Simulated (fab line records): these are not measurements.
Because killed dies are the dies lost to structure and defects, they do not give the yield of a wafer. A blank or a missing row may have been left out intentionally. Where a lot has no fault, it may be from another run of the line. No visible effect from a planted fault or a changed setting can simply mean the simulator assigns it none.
Matching of chambers    flow n5_finfet    N5_ZERO_LAYER_ETCH_18 on rie_si-04: 4 sister chambers
The step etches Si in HBr/Cl2, target depth 120 nm, time 40 s. 7 wafers are shown with their chamber, then 7 later ones without.

## WAFERS WITH THEIR CHAMBER
wafer   chamber  drypump_motor_current_A (A)  oes_product_au (a.u.)
L902.1  1        5.1                          0.989
L902.4  2        5.9                          1.001
L904.2  1        5.1                          1.002
L908.5  3        5.7                          1.009
L908.6  0        6.6                          0.998
L909.2  0        6.5                          0.988
L909.3  3        5.7                          1.015

## WAFERS MISSING THEIR CHAMBER
wafer   drypump_motor_current_A (A)  oes_product_au (a.u.)
L909.5  5.9                          1.012
L910.1  5.1                          1.003
L910.3  6.5                          0.998
L910.5  5.1                          0.990
L915.1  6.5                          0.996
L915.5  5.7                          1.014
L915.6  5.9                          1.002

## CHAMBER TAKEN BY EACH
wafer   from the rows above  in truth
L909.5  2                    2
L910.1  1                    1
L910.3  0                    0
L910.5  1                    1
L915.1  0                    0
L915.5  3                    3
L915.6  2                    2
Correct placement for 7 of the 7. Can't be placed from these rows: 0. Number placed wrongly: 0.
How it was worked out, from the rows above alone: a wafer's distance from a chamber is the root of the sum, over the readings, of the square of ((its reading less the chamber's mean) divided by the reading's scatter). If the next closest chamber is less than 2 further off than the closest, the wafer can't be placed; otherwise it belongs to the closest. For every chamber, the mean is computed from those of its wafers that are shown. The scatter: take each reading less its chamber's mean, square it, sum over the shown wafers, divide by the number of wafers less the number of chambers, and take the root.
